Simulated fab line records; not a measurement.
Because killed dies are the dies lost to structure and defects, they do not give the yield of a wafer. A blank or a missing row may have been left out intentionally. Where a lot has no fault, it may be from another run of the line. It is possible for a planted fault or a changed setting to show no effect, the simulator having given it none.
Chamber matching / flow nand-harc / 3 sister chambers for NHARC_A_STAIRCASE_DEP_417 on pecvd-02
The step deposits Si3N4, target thk 60 nm. 6 wafers are shown with their chamber, then 7 later ones without.

WAFERS, EACH WITH ITS CHAMBER
wafer=L076.6; chamber=1; heater-power-w (W)=762
wafer=L080.2; chamber=2; heater-power-w (W)=790
wafer=L080.5; chamber=1; heater-power-w (W)=758
wafer=L080.6; chamber=0; heater-power-w (W)=683
wafer=L093.1; chamber=0; heater-power-w (W)=792
wafer=L093.2; chamber=2; heater-power-w (W)=759

WAFERS WITHOUT THEIR CHAMBER
wafer=L093.4; heater-power-w (W)=641
wafer=L096.3; heater-power-w (W)=699
wafer=L096.4; heater-power-w (W)=730
wafer=L096.6; heater-power-w (W)=776
wafer=L097.3; heater-power-w (W)=686
wafer=L097.5; heater-power-w (W)=674
wafer=L097.6; heater-power-w (W)=768

THE CHAMBER EACH PASSED THROUGH
wafer=L093.4; from the rows above=can't be placed: 0 or 1 or 2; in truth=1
wafer=L096.3; from the rows above=can't be placed: 0 or 1 or 2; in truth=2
wafer=L096.4; from the rows above=can't be placed: 0 or 1 or 2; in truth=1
wafer=L096.6; from the rows above=can't be placed: 2 or 1 or 0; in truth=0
wafer=L097.3; from the rows above=can't be placed: 0 or 1 or 2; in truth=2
wafer=L097.5; from the rows above=can't be placed: 0 or 1 or 2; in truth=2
wafer=L097.6; from the rows above=can't be placed: 2 or 1 or 0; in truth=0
0 of 7 placed correctly. Can't be placed from these rows: 7 (the true chamber is among the candidates in 7). Placed wrongly: 0.
How it was worked out, from the rows above alone: a wafer's distance from a chamber is the root of the sum, over the readings, of the square of ((its reading less the chamber's mean) divided by the reading's scatter). If the next closest chamber is less than 2 further off than the closest, the wafer can't be placed; otherwise it belongs to the closest. Each chamber's mean is taken over the wafers shown for it. How the scatter is found: for the shown wafers, subtract from each reading the mean of its chamber, square and add these, divide the total by (wafers less chambers), then take the root.
